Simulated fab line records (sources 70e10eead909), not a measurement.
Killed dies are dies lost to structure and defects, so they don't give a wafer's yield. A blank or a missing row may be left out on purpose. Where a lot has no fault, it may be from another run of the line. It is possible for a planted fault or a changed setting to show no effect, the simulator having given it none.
Shared-tool check || flow nand_harc || Lots sampled 12, wafers sampled 36

== WHY THIS WAS OPENED ==
Flagged at NHARC_P_GATE_INSPECT_68: reading raw_defect_count, on 2 of 12 lots. Fault-free wafers read 205, with a standard deviation of 78.
Rule: a lot gets a flag if all its wafers with a number sit over 4 standard deviations from that mean, or if no wafer of it has a number. The rest of the lots are taken to be sound.

{"lot": "L624", "measured": "day 5 23:40", "on": "defect_inspect-02", "raw_defect_count, wafer by wafer": "215 302 150", "flag": ""}
{"lot": "L625", "measured": "day 6 07:03", "on": "defect_inspect-01", "raw_defect_count, wafer by wafer": "73 172 278", "flag": ""}
{"lot": "L626", "measured": "day 6 19:28", "on": "defect_inspect-02", "raw_defect_count, wafer by wafer": "156 200 159", "flag": ""}
{"lot": "L627", "measured": "day 6 23:15", "on": "defect_inspect-02", "raw_defect_count, wafer by wafer": "262 338 338", "flag": ""}
{"lot": "L628", "measured": "day 7 14:50", "on": "defect_inspect-02", "raw_defect_count, wafer by wafer": "256 167 206", "flag": ""}
{"lot": "L630", "measured": "day 8 10:12", "on": "defect_inspect-02", "raw_defect_count, wafer by wafer": "158 212 155", "flag": ""}
{"lot": "L638", "measured": "day 11 19:55", "on": "defect_inspect-02", "raw_defect_count, wafer by wafer": "1352 1427 1369", "flag": "FLAGGED"}
{"lot": "L639", "measured": "day 12 05:34", "on": "defect_inspect-01", "raw_defect_count, wafer by wafer": "1400 1483 1424", "flag": "FLAGGED"}
{"lot": "L643", "measured": "day 13 23:10", "on": "defect_inspect-01", "raw_defect_count, wafer by wafer": "241 163 110", "flag": ""}
{"lot": "L645", "measured": "day 14 11:36", "on": "defect_inspect-02", "raw_defect_count, wafer by wafer": "119 169 91", "flag": ""}
{"lot": "L647", "measured": "day 15 17:41", "on": "defect_inspect-02", "raw_defect_count, wafer by wafer": "207 236 159", "flag": ""}
{"lot": "L646", "measured": "day 15 18:28", "on": "defect_inspect-01", "raw_defect_count, wafer by wafer": "193 159 183", "flag": ""}
Average over the flagged lots: 1409; offset from the usual +1204, equal to +15 standard deviations.

== WHICH TOOL RAN EACH LOT ==
4 process steps preceding the reading are held in the record, out of 1302 steps in the route. Each cell gives the tool, then ch followed by the chambers the sampled wafers passed through, then the start.
{"lot": "L624", "flag": "", "NHARC_P_GATE_ETCH_114": "rie_diel-01 ch 0,2,3, day 5 05:00", "NHARC_P_GATE_STRIP_75": "plasma_asher-01 ch 0,1, day 5 18:06", "NHARC_P_GATE_RTA_64": "rtp_anneal-01 ch 0, day 5 22:26", "NHARC_P_GATE_RTA_82": "rtp_anneal-02 ch 0, day 5 23:29"}
{"lot": "L625", "flag": "", "NHARC_P_GATE_ETCH_114": "rie_diel-10 ch 0,2,3, day 5 13:00", "NHARC_P_GATE_STRIP_75": "plasma_asher-02 ch 0,1, day 6 01:29", "NHARC_P_GATE_RTA_64": "rtp_anneal-02 ch 0, day 6 05:48", "NHARC_P_GATE_RTA_82": "rtp_anneal-01 ch 0, day 6 06:52"}
{"lot": "L626", "flag": "", "NHARC_P_GATE_ETCH_114": "rie_diel-01 ch 0,1,2, day 6 01:00", "NHARC_P_GATE_STRIP_75": "plasma_asher-01 ch 0,1, day 6 14:01", "NHARC_P_GATE_RTA_64": "rtp_anneal-01 ch 0, day 6 18:13", "NHARC_P_GATE_RTA_82": "rtp_anneal-01 ch 0, day 6 19:16"}
{"lot": "L627", "flag": "", "NHARC_P_GATE_ETCH_114": "rie_diel-10 ch 2,3, day 6 05:00", "NHARC_P_GATE_STRIP_75": "plasma_asher-01 ch 0,1, day 6 17:41", "NHARC_P_GATE_RTA_64": "rtp_anneal-02 ch 0, day 6 22:01", "NHARC_P_GATE_RTA_82": "rtp_anneal-02 ch 0, day 6 23:05"}
{"lot": "L628", "flag": "", "NHARC_P_GATE_ETCH_114": "rie_diel-03 ch 1,2, day 6 18:00", "NHARC_P_GATE_STRIP_75": "plasma_asher-01 ch 0,1, day 7 09:04", "NHARC_P_GATE_RTA_64": "rtp_anneal-02 ch 0, day 7 13:35", "NHARC_P_GATE_RTA_82": "rtp_anneal-01 ch 0, day 7 14:40"}
{"lot": "L630", "flag": "", "NHARC_P_GATE_ETCH_114": "rie_diel-01 ch 1,2,3, day 7 16:00", "NHARC_P_GATE_STRIP_75": "plasma_asher-02 ch 0, day 8 04:28", "NHARC_P_GATE_RTA_64": "rtp_anneal-02 ch 0, day 8 08:56", "NHARC_P_GATE_RTA_82": "rtp_anneal-02 ch 0, day 8 10:02"}
{"lot": "L638", "flag": "FLAGGED", "NHARC_P_GATE_ETCH_114": "rie_diel-01 ch 0,2,3, day 11 02:00", "NHARC_P_GATE_STRIP_75": "plasma_asher-01 ch 0,1, day 11 14:23", "NHARC_P_GATE_RTA_64": "rtp_anneal-01 ch 0, day 11 18:43", "NHARC_P_GATE_RTA_82": "rtp_anneal-01 ch 0, day 11 19:46"}
{"lot": "L639", "flag": "FLAGGED", "NHARC_P_GATE_ETCH_114": "rie_diel-01 ch 0,1,2, day 11 11:00", "NHARC_P_GATE_STRIP_75": "plasma_asher-02 ch 0,1, day 11 23:57", "NHARC_P_GATE_RTA_64": "rtp_anneal-01 ch 0, day 12 04:22", "NHARC_P_GATE_RTA_82": "rtp_anneal-02 ch 0, day 12 05:26"}
{"lot": "L643", "flag": "", "NHARC_P_GATE_ETCH_114": "rie_diel-10 ch 1,2,3, day 13 05:00", "NHARC_P_GATE_STRIP_75": "plasma_asher-01 ch 0,1, day 13 17:29", "NHARC_P_GATE_RTA_64": "rtp_anneal-01 ch 0, day 13 21:55", "NHARC_P_GATE_RTA_82": "rtp_anneal-02 ch 0, day 13 22:58"}
{"lot": "L645", "flag": "", "NHARC_P_GATE_ETCH_114": "rie_diel-03 ch 1,2, day 13 17:00", "NHARC_P_GATE_STRIP_75": "plasma_asher-02 ch 0,1, day 14 05:54", "NHARC_P_GATE_RTA_64": "rtp_anneal-02 ch 0, day 14 10:26", "NHARC_P_GATE_RTA_82": "rtp_anneal-02 ch 0, day 14 11:29"}
{"lot": "L647", "flag": "", "NHARC_P_GATE_ETCH_114": "rie_diel-03 ch 0,3, day 14 20:00", "NHARC_P_GATE_STRIP_75": "plasma_asher-02 ch 0, day 15 08:37", "NHARC_P_GATE_RTA_64": "rtp_anneal-02 ch 0, day 15 16:28", "NHARC_P_GATE_RTA_82": "rtp_anneal-01 ch 0, day 15 17:31"}
{"lot": "L646", "flag": "", "NHARC_P_GATE_ETCH_114": "rie_diel-10 ch 0,2, day 14 20:00", "NHARC_P_GATE_STRIP_75": "plasma_asher-02 ch 0,1, day 15 09:16", "NHARC_P_GATE_RTA_64": "rtp_anneal-02 ch 0, day 15 17:13", "NHARC_P_GATE_RTA_82": "rtp_anneal-01 ch 0, day 15 18:17"}
What the steps here do:
- NHARC_P_GATE_ETCH_114: etches the open film in CF4/O2, target depth 30 nm, overetch 3 nm, time 16.5 s.
- NHARC_P_GATE_STRIP_75: strips in O2.
- NHARC_P_GATE_RTA_64: time 1 s.
- NHARC_P_GATE_RTA_82: time 30 s.
- NHARC_P_GATE_INSPECT_68

== FLAGGED AGAINST TOTAL, ONE TOOL AT A TIME (gauges that did the reading follow at the end) ==
{"step": "NHARC_P_GATE_ETCH_114", "tool": "rie_diel-01", "lots run": 5, "flagged": 2, "share of the flagged lots": "all", "sound lots run after its first flagged lot": 0}
{"step": "NHARC_P_GATE_ETCH_114", "tool": "rie_diel-03", "lots run": 3, "flagged": 0, "share of the flagged lots": "none", "sound lots run after its first flagged lot": "-"}
{"step": "NHARC_P_GATE_ETCH_114", "tool": "rie_diel-10", "lots run": 4, "flagged": 0, "share of the flagged lots": "none", "sound lots run after its first flagged lot": "-"}
{"step": "NHARC_P_GATE_STRIP_75", "tool": "plasma_asher-01", "lots run": 6, "flagged": 1, "share of the flagged lots": "some", "sound lots run after its first flagged lot": "1 (L643)"}
{"step": "NHARC_P_GATE_STRIP_75", "tool": "plasma_asher-02", "lots run": 6, "flagged": 1, "share of the flagged lots": "some", "sound lots run after its first flagged lot": "3 (L645,L647,L646)"}
{"step": "NHARC_P_GATE_RTA_64", "tool": "rtp_anneal-01", "lots run": 5, "flagged": 2, "share of the flagged lots": "all", "sound lots run after its first flagged lot": "1 (L643)"}
{"step": "NHARC_P_GATE_RTA_64", "tool": "rtp_anneal-02", "lots run": 7, "flagged": 0, "share of the flagged lots": "none", "sound lots run after its first flagged lot": "-"}
{"step": "NHARC_P_GATE_RTA_82", "tool": "rtp_anneal-01", "lots run": 6, "flagged": 1, "share of the flagged lots": "some", "sound lots run after its first flagged lot": "2 (L647,L646)"}
{"step": "NHARC_P_GATE_RTA_82", "tool": "rtp_anneal-02", "lots run": 6, "flagged": 1, "share of the flagged lots": "some", "sound lots run after its first flagged lot": "2 (L643,L645)"}
{"step": "NHARC_P_GATE_INSPECT_68", "tool": "defect_inspect-01", "lots run": 4, "flagged": 1, "share of the flagged lots": "some", "sound lots run after its first flagged lot": "2 (L643,L646)"}
{"step": "NHARC_P_GATE_INSPECT_68", "tool": "defect_inspect-02", "lots run": 8, "flagged": 1, "share of the flagged lots": "some", "sound lots run after its first flagged lot": "2 (L645,L647)"}

== WHAT THE TABLE PERMITS ==
Rows of the table that ran all the flagged lots, 2 in number: rie_diel-01 at NHARC_P_GATE_ETCH_114; rtp_anneal-01 at NHARC_P_GATE_RTA_64.
- rie_diel-01 at NHARC_P_GATE_ETCH_114 ran 5 lots, 2 of them flagged. It ran its last sound lot, L630, at day 7 16:00 and its first flagged lot, L638, at day 11 02:00: a fault with its onset between the two fits.
- rtp_anneal-01 at NHARC_P_GATE_RTA_64 ran 5 lots, 2 of them flagged. After the first flagged lot (L643), sound lots still ran on it; a lasting fault on the whole tool would not permit that.
One tool is left: rie_diel-01 at NHARC_P_GATE_ETCH_114.

== WHAT THE SIMULATOR HAD INSERTED ==
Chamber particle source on rie_diel-01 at NHARC_P_GATE_ETCH_114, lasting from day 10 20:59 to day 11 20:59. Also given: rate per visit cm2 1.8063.
Lots struck among those shown: L638, L639. This agrees with what the rule above found.
